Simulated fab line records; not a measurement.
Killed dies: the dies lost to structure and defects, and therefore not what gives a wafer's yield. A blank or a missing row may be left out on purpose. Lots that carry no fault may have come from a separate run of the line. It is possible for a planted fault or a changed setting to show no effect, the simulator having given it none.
Matching of chambers -- flow nand-harc -- NHARC_A_STAIRCASE_DESCUM_270 on rie-diel-02: 4 sister chambers
The step chemistry O2, time 3 s. 4 wafers are shown with their chamber, then 8 later ones without.

## EACH WAFER AND ITS CHAMBER
wafer,chamber,showerhead-plenum-p-Torr (Torr)
L081.5,2,1.78
L091.5,1,1.84
L091.6,0,1.79
L096.1,3,2.04

## WAFERS WHOSE CHAMBER IS MISSING
wafer,showerhead-plenum-p-Torr (Torr)
L096.2,2.08
L096.6,2.04
L096.3,1.84
L096.4,1.79
L096.5,2.08
L097.1,2.07
L097.5,1.84
L097.6,1.78

## WHICH CHAMBER EACH ONE RAN IN
wafer,from the rows above,in truth
L096.2,3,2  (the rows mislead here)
L096.6,3,3
L096.3,1,1
L096.4,can't be placed: 0 or 2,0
L096.5,3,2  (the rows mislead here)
L097.1,3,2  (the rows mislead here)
L097.5,1,1
L097.6,can't be placed: 2 or 0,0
Placed correctly: 3 of 8. Can't be placed from these rows: 2 (the true chamber is among the candidates in 2). 3 placed wrongly.
How it was worked out, from the rows above alone: a wafer's distance from a chamber is the root of the sum, over the readings, of the square of ((its reading less the chamber's mean) divided by the reading's scatter). The wafer belongs to the nearest chamber; if the next one is less than 2 further off, it can't be placed. A chamber's mean is the mean of its shown wafers. The scatter: root of mean squared gap, hidden wafer to nearest shown wafer, with one shown wafer a chamber.
